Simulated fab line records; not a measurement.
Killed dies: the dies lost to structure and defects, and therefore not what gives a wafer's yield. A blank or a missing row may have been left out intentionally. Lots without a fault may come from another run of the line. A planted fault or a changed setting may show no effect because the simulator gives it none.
Chamber matching + flow n5-finfet + rie-diel-03 running N5_BEOL_M4_DESCUM_16: 4 sister chambers
The step chemistry O2, time 7 s. 7 wafers are shown with their chamber, then 8 later ones without.

## WAFERS, EACH WITH ITS CHAMBER
| wafer  | chamber | showerhead-plenum-p-Torr (Torr) | drypump-motor-current-A (A) |
|--------|---------|---------------------------------|-----------------------------|
| L085.2 | 3       | 1.97                            | 5.1                         |
| L085.5 | 1       | 2.22                            | 5.8                         |
| L085.6 | 0       | 2.16                            | 6.0                         |
| L088.1 | 1       | 2.21                            | 5.8                         |
| L088.2 | 2       | 2.19                            | 5.6                         |
| L088.3 | 3       | 1.97                            | 5.1                         |
| L091.1 | 2       | 2.19                            | 5.7                         |

## WAFERS WITH NO CHAMBER GIVEN
| wafer  | showerhead-plenum-p-Torr (Torr) | drypump-motor-current-A (A) |
|--------|---------------------------------|-----------------------------|
| L091.4 | 1.97                            | 5.1                         |
| L091.5 | 2.21                            | 5.8                         |
| L093.1 | 2.21                            | 5.8                         |
| L093.4 | 2.21                            | 5.8                         |
| L093.6 | 2.15                            | 6.0                         |
| L094.1 | 2.15                            | 6.0                         |
| L094.5 | 2.15                            | 6.0                         |
| L094.6 | 2.19                            | 5.6                         |

## EACH ONE'S CHAMBER
| wafer  | from the rows above | in truth |
|--------|---------------------|----------|
| L091.4 | 3                   | 3        |
| L091.5 | 1                   | 1        |
| L093.1 | 1                   | 1        |
| L093.4 | 1                   | 1        |
| L093.6 | 0                   | 0        |
| L094.1 | 0                   | 0        |
| L094.5 | 0                   | 0        |
| L094.6 | 2                   | 2        |
8 of 8 placed correctly. Number that these rows cannot place: 0. Placed wrongly: 0.
How it was worked out, from the rows above alone: a wafer's distance from a chamber is the root of the sum, over the readings, of the square of ((its reading less the chamber's mean) divided by the reading's scatter). If the next closest chamber is less than 2 further off than the closest, the wafer can't be placed; otherwise it belongs to the closest. Each chamber's mean is taken over the wafers shown for it. How the scatter is found: for the shown wafers, subtract from each reading the mean of its chamber, square and add these, divide the total by (wafers less chambers), then take the root.
